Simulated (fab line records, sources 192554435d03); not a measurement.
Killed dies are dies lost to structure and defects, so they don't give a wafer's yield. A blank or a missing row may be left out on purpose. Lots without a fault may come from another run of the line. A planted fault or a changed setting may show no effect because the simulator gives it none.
fab line records | flow n5_finfet
record lots=7 wafers=39
route steps=1938 shown BEOL_M6@1198 BEOL_M8@1374 BEOL_M12@1648 BEOL_M15@1827 TV_OPEN@1890
start_h: hours from the record's first day to the start of the lot's first wafer shown | wait_h: hours since the lot's step before | " the same as in the row above | L1.1+2: a row that stands for several wafers | - no value, or no start given | * or withheld: withheld | < > ~ a bound
route shown NAME@n: a module of which the file shows steps, and the number in the route of the first | usual: mean/standard deviation of fault-free wafers | same: alike in all rows | chamber/n: place in a boat | sites: the reading at each site | _std_site: their standard deviation | _edge_site: outer sites' mean less inner sites' | radius_mm: how far each site lies from the wafer's centre | mask NAME#n: copy n | behind: the tool/chamber that last shaped the wafer | hold: why the lot was held/for how many hours/how that ended | device: the transistor (n, p or np) that didn't switch | end of line: the same wafers' tests at the end of the route | a step without rows: its recipe alone | killed: dies lost to structure and defects at the first sort, not the wafer's yield | map: a wafer's dies, x killed, . not, _ none there
set.NAME: the setting as run; set.NAME@STEP: as run at that earlier step | model.NAME: the simulator's own value behind a step, which no gauge read
lots whose settings were changed on purpose; a table a step, a row a wafer
## steps
# step N5_BEOL_M6_HM_DEP_02
# recipe material=TiN target_thk_a=200 temp_c=25 chamber_pressure_pa=0.49996
# columns lot.wafer tool chamber start_h wait_h set.target_thk_a model.TiN_of_BEOL_M6_HM_DEP_02.thk_nm
L074.1+2 pvd_sputter-03 - 198.21 0.3 200 20
L074.3 " - " " 238.8 24
L074.4 " - " " 200 20.2
L074.5+6 " - " " 238.8 23.8
L078.1 pvd_sputter-03 - 206.62 0.2 200 20
L078.2+3 " - " " 200 19.6
L078.4+5+6 " - " " 200 19.8
L085.1+4 pvd_sputter-03 - 254.81 1.2 200 19.8
L085.2+6 " - " " 146.8 14.4
L085.3 " - " " 200 20
L085.5 " - " " 146.8 14.6
L088.1+6 pvd_sputter-01 - 268.62 0.4 200 20
L088.2+3 " - " " 242 24.2
L088.4 " - " " 242 24.4
L088.5 " - " " 200 20.2
L086.2 pvd_sputter-03 - 271.98 1.8 200 20
L086.4+6 " - " " 200 20.2
L093.1+4 pvd_sputter-02 - 299.63 0.2 200 20.4
L093.2+5 " - " " 264.9 27
L093.3 " - " " 264.9 26.8
L093.6 " - " " 200 20.2
L096.1+6 pvd_sputter-02 - 316.21 1.1 122.1 12
L096.2 " - " " 200 19.8
L096.3 " - " " 200 20.2
L096.4 " - " " 122.1 12.2
L096.5 " - " " 200 20
# step N5_BEOL_M6_COAT_59
# recipe resist=SOC temp_c=250 time_s=60 spin_rpm=1500 resist_thk_nm=100
# step N5_BEOL_M6_COAT_60
# recipe resist=SiARC temp_c=220 time_s=60 spin_rpm=1500 resist_thk_nm=35
# step N5_BEOL_M6_STRIP_68
# recipe chemistry=N2/H2 temp_c=40 n2_flow_sccm=200 h2_flow_sccm=200 rf_frequency_hz=6e+07
# step N5_BEOL_M6_STRIP_67
# recipe chemistry=CF4 resist=SiARC power_w=300 bias_power_w=75 pressure_mtorr=50 cf4_flow_sccm=150 rf_frequency_hz=6e+07
# step N5_BEOL_M6_HM_OPEN_17
# recipe chemistry=Cl2/BCl3 target_depth_a=200 overetch_a=60 target=TiN mask_material=SOC ion_energy_ev=150 pressure_mtorr=10 icp_w=1000 bias_w=126 Cl2_flow_sccm=53.25 bcl3_flow_sccm=21.75 Ar_flow_sccm=25
# columns lot.wafer tool chamber start_h wait_h set.target_thk_a@BEOL_M6_HM_DEP_02 model.etch.depth_nm
L074.1 rie_metal-03 0 198.95 0.0 200 19.94
L074.2+4 " 1,0 " " 200 20.1
L074.3 " 1 " " 238.8 24.01
L074.5 " 1 " " 238.8 23.78
L074.6 " 0 " " 238.8 23.75
L078.1 rie_metal-02 0 207.36 0.0 200 19.93
L078.2+3 " 1,0 " " 200 19.68
L078.4 " 1 " " 200 19.81
L078.5 " 0 " " 200 19.89
L078.6 " 1 " " 200 19.75
L085.1 rie_metal-03 1 255.84 0.0 200 19.81
L085.2+5+6 " 0,1,0 " " 146.8 14.5
L085.3 " 1 " " 200 19.96
L085.4 " 0 " " 200 19.88
L088.1 rie_metal-03 0 269.48 0.0 200 20.06
L088.2 " 1 " " 242 24.11
L088.3 " 0 " " 242 24.17
L088.4 " 1 " " 242 24.36
L088.5 " 0 " " 200 20.16
L088.6 " 1 " " 200 20.02
L086.2 rie_metal-02 1 273.19 0.0 200 19.93
L086.4 " 0 " " 200 20.17
L086.6 " 0 " " 200 20.13
L093.1 rie_metal-02 1 300.39 0.0 200 20.4
L093.2 " 0 " " 264.9 26.39
L093.3 " 1 " " 264.9 26.11
L093.4 " 0 " " 200 20.48
L093.5 " 1 " " 264.9 26.04
L093.6 " 0 " " 200 20.23
L096.1 rie_metal-03 1 317.44 0.0 122.1 12.1
L096.2 " 0 " " 200 19.86
L096.3 " 1 " " 200 20.22
L096.4 " 0 " " 122.1 12.21
L096.5 " 1 " " 200 19.9
L096.6 " 0 " " 122.1 12.09
# step N5_BEOL_M8_VIA_ETCH_34
# recipe chemistry=C4F6/O2 target=SiCOH_lowk target_depth_a=1255 mask_material=SOC taper_deg=4 time_s=50.5 ion_energy_ev=250 pressure_mtorr=30 source_w=345 bias_w=185 Ar_flow_sccm=300 C4F6_flow_sccm=10 O2_flow_sccm=10
# columns lot.wafer tool chamber start_h wait_h set.target_depth_a model.etch.depth_nm model.SOC_of_BEOL_M8_COAT_63.thk_nm model.BEOL_M8.cd_nm
L074.1 rie_diel-05 3 215.69 0.0 1255 123.9 54.2 40
L074.2 " 0 " " 1255 121.6 54.2 40
L074.3 " 2 " " 1255 122.2 54 40
L074.4 " 3 " " 1255 123.7 54.2 40
L074.5 " 2 " " 1255 123.4 54 40.2
L074.6 " 0 " " 1255 122.6 54 40
L078.1 rie_diel-03 0 225.88 0.0 1255 126 53.8 40.2
L078.2 " 2 " " 562.7 55.32 57.4 39.6
L078.3 " 1 " " 562.7 56.55 57.2 39.6
L078.4 " 3 " " 1255 126 54.2 40
L078.5 " 2 " " 562.7 55.56 57.2 39.4
L078.6 " 3 " " 1255 125.5 54 40
L085.1 rie_diel-05 3 276.78 0.0 1900 187.5 51 40.6
L085.2 " 2 " " 1255 122.9 53.8 40.2
L085.3 " 1 " " 1900 188.9 50.8 40.6
L085.4 " 2 " " 1255 122.8 54 40.2
L085.5 " 1 " " 1255 124.4 54 40.2
L085.6 " 3 " " 1900 185.2 51.2 40.4
L088.1 rie_diel-01 0 288.33 0.0 1255 124.4 54.2 40.2
L088.2 " 3 " " 1505 148.8 53 40.4
L088.3 " 2 " " 1255 126.1 54.2 40
L088.4 " 1 " " 1505 145.8 53.2 40.4
L088.5 " 0 " " 1255 125 54.4 40.2
L088.6 " 3 " " 1505 148.6 53.2 40.4
L086.2 rie_diel-05 1 292.58 0.0 1255 125.3 54.2 40
L086.4 " 2 " " 1255 123.2 54.4 40.2
L086.6 " 3 " " 1255 123 54.4 40
L093.1 rie_diel-01 2 316.09 0.0 1255 126 54.2 40
L093.2 " 0 " " 1255 125.9 54.4 40
L093.3 " 3 " " 1636 161 52.6 40.2
L093.4 " 1 " " 1636 158.8 52.6 40.2
L093.5 " 3 " " 1255 124.2 54.2 40
L093.6 " 2 " " 1636 163.4 52.6 40.2
L096.1 rie_diel-01 3 335.64 0.0 1660 163.1 52.4 40.4
L096.2 " 0 " " 1255 125 54 39.8
L096.3 " 1 " " 1255 121.8 54.2 39.8
L096.4 " 2 " " 1660 165.1 51.8 40.4
L096.5 " 3 " " 1660 165.1 52.2 40.4
L096.6 " 0 " " 1255 125.7 54 40
# step N5_BEOL_M12_SPUTTER_43
# recipe material=TaN target_thk_a=150 temp_c=50 bias_v=168.6 power_w=15000 chamber_pressure_pa=0.12 time_s=24.19
# columns lot.wafer tool chamber start_h wait_h set.target_thk_a model.TaN_of_BEOL_M12_SPUTTER_43.thk_nm
L074.1 pvd_sputter-02 - 252.50 0.0 150 15.2
L074.2+6 " - " " 150 15
L074.3 " - " " 224.4 22.4
L074.4+5 " - " " 224.4 22.6
L078.1+2+3+5+6 pvd_sputter-01 - 262.61 0.0 150 15
L078.4 " - " " 150 14.8
L085.1+2+5+6 pvd_sputter-03 - 311.39 0.0 150 15.2
L085.3 " - " " 150 15.4
L085.4 " - " " 150 15
L088.1+2 pvd_sputter-03 - 318.89 0.0 150 15
L088.3+4+5 " - " " 63.04 6.4
L088.6 " - " " 150 15.2
L086.2+4 pvd_sputter-01 - 327.00 0.0 150 14.6
L086.6 " - " " 150 14.8
L093.1+3 pvd_sputter-01 - 358.43 0.0 194.1 19.6
L093.2+4 " - " " 150 15.2
L093.5 " - " " 194.1 19.4
L093.6 " - " " 150 15
L096.1+3+5 pvd_sputter-02 - 370.64 0.0 150 14.6
L096.2 " - " " 150 14.8
L096.4+6 " - " " 150 14.4
# step N5_BEOL_M12_SPUTTER_44
# recipe material=Ta target_thk_a=100 temp_c=50 bias_v=80 power_w=15000 chamber_pressure_pa=0.07 time_s=16.13
# step N5_BEOL_M12_SPUTTER_45
# recipe material=Cu target_thk_a=800 temp_c=-20 bias_v=60 power_w=26000 chamber_pressure_pa=0.13 time_s=13.33
# step N5_BEOL_M12_ECD_47
# recipe material=Cu target_thk_a=7200
# step N5_BEOL_M12_ANNEAL_48
# recipe temp_c=225 time_s=90 ambient=N2
# step N5_BEOL_M12_CMP_49
# recipe stop_on=SiOC t_overpolish_s=20.6 down_force_psi=1 platen_rpm=50 clearing_platen_down_force_psi=1.5 clearing_platen_rpm=50 post_cmp_clean=cu_alkaline target_thk_nm=320 clearing_platen_pad_velocity_m_s=0.99484 pad_velocity_m_s=0.99484
# usual barrier_field_endpoint_s=30.3/0.76
# columns lot.wafer tool chamber start_h wait_h set.target_thk_a@BEOL_M12_SPUTTER_43 barrier_field_endpoint_s
L074.1 cmp-03 2 253.27 0.3 150 31.9
L074.3 " 3 " " 224.4 40.1
L074.4 " 0 " " 224.4 40.6
L074.2 " 1 " " 150 31.1
L074.5 " 2 " " 224.4 41.5
L074.6 " 3 " " 150 31.2
L078.1 cmp-04 1 263.33 0.3 150 30.4
L078.2 " 2 " " 150 31.5
L078.3 " 3 " " 150 31.4
L078.4 " 0 " " 150 30.4
L078.5 " 1 " " 150 31.1
L078.6 " 2 " " 150 30.7
L085.4 cmp-01 2 312.18 0.1 150 29.7
L085.3 " 3 " " 150 30.6
L085.1 " 0 " " 150 30.4
L085.2 " 1 " " 150 29.9
L085.5 " 2 " " 150 29.7
L085.6 " 3 " " 150 30.6
L088.1 cmp-04 1 319.63 0.3 150 30.7
L088.4 " 2 " " 63.04 20.4
L088.2 " 3 " " 150 31.8
L088.3 " 0 " " 63.04 20.5
L088.6 " 1 " " 150 31.0
L088.5 " 2 " " 63.04 20.0
L086.2 cmp-01 2 327.72 0.2 150 28.7
L086.4 " 3 " " 150 28.7
L086.6 " 3 " " 150 29.5
L093.2 cmp-01 0 359.15 0.2 150 30.2
L093.3 " 1 " " 194.1 35.6
L093.4 " 2 " " 150 29.8
L093.1 " 3 " " 194.1 34.8
L093.6 " 0 " " 150 30.5
L093.5 " 1 " " 194.1 35.5
L096.4 cmp-01 1 371.35 0.1 150 29.5
L096.3 " 2 " " 150 29.4
L096.1 " 3 " " 150 29.0
L096.2 " 0 " " 150 29.2
L096.5 " 1 " " 150 29.4
L096.6 " 2 " " 150 29.1
# step N5_BEOL_M15_DEP_53
# recipe material=SiCN target_thk_a=500 temp_c=withheld precursor=3MS/NH3 pressure_torr=3 rf_w=675 time_s=17.8
# columns lot.wafer tool chamber start_h wait_h set.target_thk_a model.SiCN_of_BEOL_M15_DEP_53.thk_nm
L074.1 pecvd-01 1 276.55 0.0 500 48.8
L074.2 " 2 " " 500 49.2
L074.3+4 " 2,1 " " 500 49.6
L074.5 " 1 " " 500 50
L074.6 " 2 " " 500 50.2
L078.1 pecvd-04 1 284.98 0.0 500 49.6
L078.2+3 " 2,0 " " 329.5 33.2
L078.4 " 2 " " 329.5 33.4
L078.5 " 1 " " 500 50.2
L078.6 " 0 " " 500 50.6
L085.1 pecvd-03 0 330.53 0.0 500 49.4
L085.2 " 1 " " 500 49
L085.3 " 2 " " 500 49.2
L085.4+6 " 1,2 " " 500 50
L085.5 " 0 " " 500 50.4
L088.1 pecvd-01 0 333.89 0.0 500 49.4
L088.2 " 2 " " 500 48.8
L088.3 " 1 " " 782.3 77.2
L088.4 " 2 " " 782.3 78.6
L088.5 " 1 " " 500 50.2
L088.6 " 0 " " 782.3 79.6
L086.2 pecvd-03 2 347.39 0.0 500 48.8
L086.4 " 2 " " 500 50.4
L086.6 " 1 " " 500 50.8
L093.1+2 pecvd-04 1,2 385.15 0.0 500 49
L093.3+6 " 2 " " 500 50
L093.4 " 1 " " 500 50.2
L093.5 " 1 " " 500 49.8
L096.1 pecvd-01 1 388.69 0.0 500 49.2
L096.2+3+6 " 2,0,1 " " 500 49.6
L096.4 " 2 " " 500 50
L096.5 " 0 " " 500 49.4
# step N5_PASSIVATION_ETCH_15
# recipe chemistry=CF4/N2 target=SiCN target_depth_a=750 taper_deg=2 time_s=81.2 ion_energy_ev=150 mask_material=SiNx pressure_mtorr=40 source_w=430 bias_w=70 Ar_flow_sccm=100 cf4_flow_sccm=60 n2_flow_sccm=60
# columns lot.wafer tool chamber start_h wait_h set.target_depth_a model.etch.depth_nm
L074.1 rie_diel-02 3 - - 750 66.23
L074.2 " 2 " " 750 65.12
L074.3 " 0 " " 750 63.77
L074.4 " 1 " " 750 65.21
L074.5 " 2 " " 750 65.37
L074.6 " 3 " " 750 66.98
L078.1 rie_diel-02 2 - - 750 64.22
L078.2 " 1 " " 750 64.77
L078.3 " 0 " " 750 62.91
L078.4 " 0 " " 432.1 36
L078.5 " 2 " " 432.1 37.22
L078.6 " 1 " " 432.1 37.14
L085.1 rie_diel-04 0 - - 470.8 40.97
L085.2 " 2 " " 750 66.93
L085.3 " 1 " " 750 66.97
L085.4 " 2 " " 470.8 41.98
L085.5 " 1 " " 750 66.75
L085.6 " 0 " " 470.8 41.02
L088.1 rie_diel-06 2 - - 750 65.17
L088.2 " 1 " " 953.5 85.45
L088.3 " 3 " " 953.5 80.32
L088.4 " 0 " " 750 65.96
L088.5 " 2 " " 750 65.06
L088.6 " 3 " " 953.5 80.38
L086.2 rie_diel-02 3 - - 750 66.22
L086.4 " 1 " " 750 66.77
L086.6 " 2 " " 750 64.15
L093.1 rie_diel-04 0 - - 750 65.61
L093.2 " 1 " " 929.6 82.87
L093.3 " 2 " " 929.6 83.15
L093.4 " 1 " " 750 66.86
L093.5 " 2 " " 750 66.92
L093.6 " 0 " " 929.6 80.75
L096.1 rie_diel-06 1 - - 968.8 86.71
L096.2 " 2 " " 968.8 85.04
L096.3 " 3 " " 750 64.25
L096.4 " 0 " " 750 65.24
L096.5 " 2 " " 750 65.66
L096.6 " 3 " " 968.8 82.36
## key
split step=N5_BEOL_M6_HM_DEP_02 setting=target_thk_a stated=200 by=wafer
response step=N5_BEOL_M6_HM_DEP_02 reading=model.TiN_of_BEOL_M6_HM_DEP_02.thk_nm change=+0.202 per=1% r=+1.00
response step=N5_BEOL_M6_HM_OPEN_17 reading=model.etch.depth_nm change=+0.195 per=1% r=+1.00
split step=N5_BEOL_M8_VIA_ETCH_34 setting=target_depth_a stated=1255 by=wafer
response step=N5_BEOL_M8_VIA_ETCH_34 reading=model.etch.depth_nm change=+1.24 per=1% r=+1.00
response step=N5_BEOL_M8_VIA_ETCH_34 reading=model.SOC_of_BEOL_M8_COAT_63.thk_nm change=-0.058 per=1% r=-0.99
response step=N5_BEOL_M8_VIA_ETCH_34 reading=model.BEOL_M8.cd_nm change=+0.00934 per=1% r=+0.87
split step=N5_BEOL_M12_SPUTTER_43 setting=target_thk_a stated=150 by=wafer
response step=N5_BEOL_M12_SPUTTER_43 reading=model.TaN_of_BEOL_M12_SPUTTER_43.thk_nm change=+0.15 per=1% r=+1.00
response step=N5_BEOL_M12_CMP_49 reading=barrier_field_endpoint_s change=+0.186 per=1% r=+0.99
split step=N5_BEOL_M15_DEP_53 setting=target_thk_a stated=500 by=wafer
response step=N5_BEOL_M15_DEP_53 reading=model.SiCN_of_BEOL_M15_DEP_53.thk_nm change=+0.509 per=1% r=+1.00
split step=N5_PASSIVATION_ETCH_15 setting=target_depth_a stated=750 by=wafer
response step=N5_PASSIVATION_ETCH_15 reading=model.etch.depth_nm change=+0.656 per=1% r=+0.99
